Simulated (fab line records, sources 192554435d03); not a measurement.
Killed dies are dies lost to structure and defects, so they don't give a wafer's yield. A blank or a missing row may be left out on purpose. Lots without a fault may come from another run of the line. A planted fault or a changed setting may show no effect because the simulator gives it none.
A struck lot beside a sound one | flow n5_finfet | 38 steps out of a route of 1938
Sound: wafers L873.1, L873.5, L873.6. Struck: wafer L892.3. (L892.5, L892.6 of the same lot were not struck and are left out.) The cause comes at the end.
At each step with rows: each side's tool, then ch and its chambers, then its first start. Under that, the readings that differ: sound wafers | struck wafers | difference of the means | sigmas: that difference in standard deviations of wafers without a fault.
alike: readings whose means differ by less than 2 such deviations, and words and numbers that are the same on both sides. not compared: withheld readings, readings that some wafer has no value for, bounds like >300 that may hide the same value, and numbers for which the record gives no deviation and whose values overlap.
The two part at a step that has a row with sigmas, a row that says differs or no value, or rows on one side only. Numbers that don't overlap but have no deviation are shown without sigmas and don't part them. A reading that every wafer of one side lacks parts them only if that side has two wafers or more.

first, 11 steps without rows for these wafers: N5_FIN_SAQP_DESCUM_21 (chemistry O2, time 7.9 s); N5_FIN_SAQP_ETCH_51 (etches SiARC in CF4, target depth 45.5 nm, time 75.8 s); N5_FIN_SAQP_ETCH_52 (etches SOC in N2/H2, target depth 100 nm, overetch 20 nm, time 150 s); N5_FIN_SAQP_STRIP_53 (strips in N2/H2); N5_FIN_SAQP_HM_OPEN_73 (chemistry CHF3/O2, target SiO2, stops on a-Si, target depth 12 nm, time 16.8 s); N5_FIN_SAQP_STRIP_74 (strips in CHF3/O2); N5_FIN_SAQP_MANDREL_ETCH_22 (etches a-Si in HBr/Cl2, stops on SiNx, target depth 60 nm, bt time 10 s, time 30 s); N5_FIN_SAQP_STRIP_55 (strips in N2/H2); N5_FIN_SAQP_STRIP_23 (strips in SPM, time 750 s); N5_FIN_SAQP_SRD_66 (time 30 s); N5_FIN_SAQP_RECESS_75 (chemistry HF/NH3, target SiO2, target depth 14.4 nm, afs cycles 3, sublimation time 60 s).
N5_FIN_SAQP_SPACER1_ALD_24: deposits SiO2, target thk 20.3 nm, pulse time 1 s, purge time 2 s.
  sound on ald_sin-04 ch 1,2,3, day 1 23:34; struck on ald_sin-04 ch 2, day 6 17:46
  reading                                           | sound          | struck | difference | sigmas
  ald_cycles                                        | 218 218 218    | 312    | +94        |
  model.SiO2_of_FIN_SAQP_SPACER1_ALD_24.thk_nm (nm) | 20.2 20.2 20.2 | 29.2   | +9.0       |
  alike: heater_power_w, precursor_pulse_height_rel
then, 1 step without rows for these wafers: N5_FIN_SAQP_SPACER1_ETCHBACK_25 (etches SiO2 in CHF3/O2, target depth 24.4 nm, time 12.2 s).
N5_FIN_SAQP_MANDREL1_REMOVE_56: chemistry HBr/Cl2/O2, target a-Si, stops on SiNx, bt time 10 s.
  sound on rie_si-03 ch 0,1, day 2 00:26; struck on rie_si-03 ch 3, day 6 18:35
  reading                   | sound        | struck | difference | sigmas
  model.FIN_SAQP.cd_nm (nm) | 20.2 20 20.2 | 29.4   | +9.3       |
  alike: drypump_motor_current_A, he_backside_leak_sccm, oes_product_au, throttle_valve_pct
  not compared: rf_hours_counter_h
N5_FIN_SAQP_CD_MEAS_27: target cd 20 nm.
  sound on cd_sem-02 ch 0, day 2 00:33; struck on cd_sem-03 ch 0, day 6 18:41
  reading    | sound             | struck | difference | sigmas
  cd_nm (nm) | 19.81 19.99 20.26 | 29.01  | +8.99      | +36
then, 21 steps without rows for these wafers: N5_FIN_SAQP_ETCH_57 (etches SiNx in CH3F/O2, target depth 32.5 nm, time 46.4 s); N5_FIN_SAQP_ETCH_65 (etches SiO2 in CF4, target depth 4 nm, time 4.4 s); N5_FIN_SAQP_MANDREL_ETCH_58 (etches a-Si in HBr/Cl2, stops on SiNx, target depth 45 nm, bt time 10 s, time 27 s); N5_FIN_SAQP_RECESS_63 (chemistry HF/NH3, target SiO2, target depth 18 nm, afs cycles 3, sublimation time 60 s); N5_FIN_SAQP_COAT_68 (time 60 s, resist thk 100 nm); N5_FIN_SAQP_ETCH_69 (etches SOC in N2/H2, stops on SiNx, target depth 150 nm); N5_FIN_SAQP_ETCH_67 (etches SiNx in CH3F/O2, target depth 30 nm); N5_FIN_SAQP_STRIP_70 (strips in N2/H2); N5_FIN_SAQP_RECESS_71 (chemistry HF/NH3, target SiO2, target depth 3 nm, afs cycles 1, sublimation time 60 s); N5_FIN_SAQP_SPACER2_ALD_28 (deposits SiO2, target thk 8.1 nm, pulse time 1 s, purge time 2 s); N5_FIN_SAQP_SPACER2_ETCHBACK_29 (etches SiO2 in CHF3/O2, target depth 12.2 nm, time 6.1 s); N5_FIN_SAQP_MANDREL2_REMOVE_60 (chemistry HBr/Cl2/O2, target a-Si, stops on SiNx, bt time 10 s); N5_FIN_SAQP_HM_OPEN_33 (chemistry CH3F/O2, target SiNx, target depth 49.4 nm, time 70.6 s); N5_FIN_SAQP_ETCH_34 (etches SiO2 in C4F6/O2, target depth 45 nm, time 15 s); N5_FIN_SAQP_STRIP_77 (strips in N2/H2, time 90 s); N5_FIN_SAQP_ETCH_64 (etches SiO2 in CF4, target depth 1.5 nm); N5_FIN_SAQP_FIN_ETCH_36 (etches the open film in HBr/Cl2/O2, target depth 120 nm, time 50.4 s); N5_FIN_SAQP_PRECLEAN_38 (cleans in O3/DIW, time 45 s); N5_FIN_SAQP_PRECLEAN_45 (cleans in dHF, time 10 s); N5_FIN_SAQP_SRD_39 (time 30 s); N5_FIN_CUT_COAT_18 (time 60 s, resist thk 230 nm).
N5_BEOL_M4_RC_MEAS_101:
  the record has rows for the sound wafers here (prober-02 ch 0, day 7 19:30) and none for the struck ones
-- the record jumps here: 11 days lie between the struck wafers' starts before and after (it left off in module BEOL_M4 and takes up again in module PASSIVATION, whose first step shown is number 1936 of the route) --
N5_PASSIVATION_PROBE_49:
  the record has rows for the struck wafers here (prober-01, day 17 07:48) and none for the sound ones

WHERE THEY PART
First at N5_FIN_SAQP_CD_MEAS_27; last, within this record, at N5_PASSIVATION_PROBE_49.

WHY: what the simulator had put in
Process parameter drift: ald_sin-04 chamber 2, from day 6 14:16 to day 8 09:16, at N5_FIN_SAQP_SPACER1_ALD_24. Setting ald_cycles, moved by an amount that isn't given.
